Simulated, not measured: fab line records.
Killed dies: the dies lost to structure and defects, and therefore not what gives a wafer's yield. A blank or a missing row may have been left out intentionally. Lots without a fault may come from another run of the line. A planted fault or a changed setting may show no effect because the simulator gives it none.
Chamber matching / flow nand_harc / NHARC_P_BONDPAD_ACTIVATE_29 on rie_diel-03: 4 sister chambers
The step chemistry N2, time 60 s. 16 wafers are shown with their chamber, then 8 later ones without.

## WAFERS, EACH WITH ITS CHAMBER
wafer=L804.1; chamber=0; showerhead_plenum_p_Torr (Torr)=1.70; drypump_motor_current_A (A)=5.6; rf_vpp_V (V)=63.7
wafer=L804.5; chamber=1; showerhead_plenum_p_Torr (Torr)=1.67; drypump_motor_current_A (A)=5.7; rf_vpp_V (V)=63.6
wafer=L804.6; chamber=2; showerhead_plenum_p_Torr (Torr)=1.84; drypump_motor_current_A (A)=6.0; rf_vpp_V (V)=64.9
wafer=L806.1; chamber=3; showerhead_plenum_p_Torr (Torr)=1.86; drypump_motor_current_A (A)=6.0; rf_vpp_V (V)=65.4
wafer=L806.2; chamber=0; showerhead_plenum_p_Torr (Torr)=1.70; drypump_motor_current_A (A)=5.5; rf_vpp_V (V)=65.3
wafer=L806.4; chamber=0; showerhead_plenum_p_Torr (Torr)=1.70; drypump_motor_current_A (A)=5.6; rf_vpp_V (V)=63.6
wafer=L807.3; chamber=3; showerhead_plenum_p_Torr (Torr)=1.86; drypump_motor_current_A (A)=6.1; rf_vpp_V (V)=65.4
wafer=L807.4; chamber=0; showerhead_plenum_p_Torr (Torr)=1.70; drypump_motor_current_A (A)=5.5; rf_vpp_V (V)=64.4
wafer=L807.5; chamber=2; showerhead_plenum_p_Torr (Torr)=1.84; drypump_motor_current_A (A)=6.1; rf_vpp_V (V)=63.4
wafer=L808.1; chamber=1; showerhead_plenum_p_Torr (Torr)=1.68; drypump_motor_current_A (A)=5.6; rf_vpp_V (V)=62.8
wafer=L808.3; chamber=2; showerhead_plenum_p_Torr (Torr)=1.84; drypump_motor_current_A (A)=6.1; rf_vpp_V (V)=66.2
wafer=L808.4; chamber=0; showerhead_plenum_p_Torr (Torr)=1.70; drypump_motor_current_A (A)=5.6; rf_vpp_V (V)=62.9
wafer=L809.1; chamber=3; showerhead_plenum_p_Torr (Torr)=1.86; drypump_motor_current_A (A)=6.0; rf_vpp_V (V)=65.3
wafer=L809.2; chamber=1; showerhead_plenum_p_Torr (Torr)=1.67; drypump_motor_current_A (A)=5.7; rf_vpp_V (V)=63.3
wafer=L809.3; chamber=0; showerhead_plenum_p_Torr (Torr)=1.70; drypump_motor_current_A (A)=5.6; rf_vpp_V (V)=64.2
wafer=L822.1; chamber=3; showerhead_plenum_p_Torr (Torr)=1.86; drypump_motor_current_A (A)=6.1; rf_vpp_V (V)=65.0

SIGNATURES, as means of the wafers listed above
reading=showerhead_plenum_p_Torr; chamber 0=1.7000; chamber 1=1.6733; chamber 2=1.8400; chamber 3=1.8600; scatter within a chamber=0.00236
reading=drypump_motor_current_A; chamber 0=5.567; chamber 1=5.667; chamber 2=6.067; chamber 3=6.050; scatter within a chamber=0.0553
reading=rf_vpp_V; chamber 0=64.017; chamber 1=63.233; chamber 2=64.833; chamber 3=65.275; scatter within a chamber=0.802
Rule: distance of a wafer from a chamber = root of the sum over the readings of ((wafer's reading minus chamber's mean) / reading's scatter) squared. The wafer belongs to the nearest chamber; if the next one is less than 2 further off, it can't be placed. The scatter is the square root of a quotient: the sum, over the shown wafers, of each reading's squared deviation from its chamber's mean, divided by wafers minus chambers.

## WAFERS WHOSE CHAMBER IS MISSING
wafer=L822.2; showerhead_plenum_p_Torr (Torr)=1.84; drypump_motor_current_A (A)=6.1; rf_vpp_V (V)=64.2
wafer=L822.5; showerhead_plenum_p_Torr (Torr)=1.70; drypump_motor_current_A (A)=5.6; rf_vpp_V (V)=64.0
wafer=L825.2; showerhead_plenum_p_Torr (Torr)=1.86; drypump_motor_current_A (A)=6.1; rf_vpp_V (V)=65.2
wafer=L825.4; showerhead_plenum_p_Torr (Torr)=1.70; drypump_motor_current_A (A)=5.5; rf_vpp_V (V)=63.3
wafer=L825.5; showerhead_plenum_p_Torr (Torr)=1.67; drypump_motor_current_A (A)=5.6; rf_vpp_V (V)=63.8
wafer=L827.2; showerhead_plenum_p_Torr (Torr)=1.67; drypump_motor_current_A (A)=5.6; rf_vpp_V (V)=62.5
wafer=L827.3; showerhead_plenum_p_Torr (Torr)=1.86; drypump_motor_current_A (A)=6.1; rf_vpp_V (V)=64.0
wafer=L827.6; showerhead_plenum_p_Torr (Torr)=1.86; drypump_motor_current_A (A)=6.1; rf_vpp_V (V)=64.8

## WHICH CHAMBER EACH ONE RAN IN
wafer=L822.2; from the rows above=2; in truth=2
wafer=L822.5; from the rows above=0; in truth=0
wafer=L825.2; from the rows above=3; in truth=3
wafer=L825.4; from the rows above=0; in truth=0
wafer=L825.5; from the rows above=1; in truth=1
wafer=L827.2; from the rows above=1; in truth=1
wafer=L827.3; from the rows above=3; in truth=3
wafer=L827.6; from the rows above=3; in truth=3
Correctly placed: 8 of 8. From these rows, 0 cannot be placed. 0 placed wrongly.
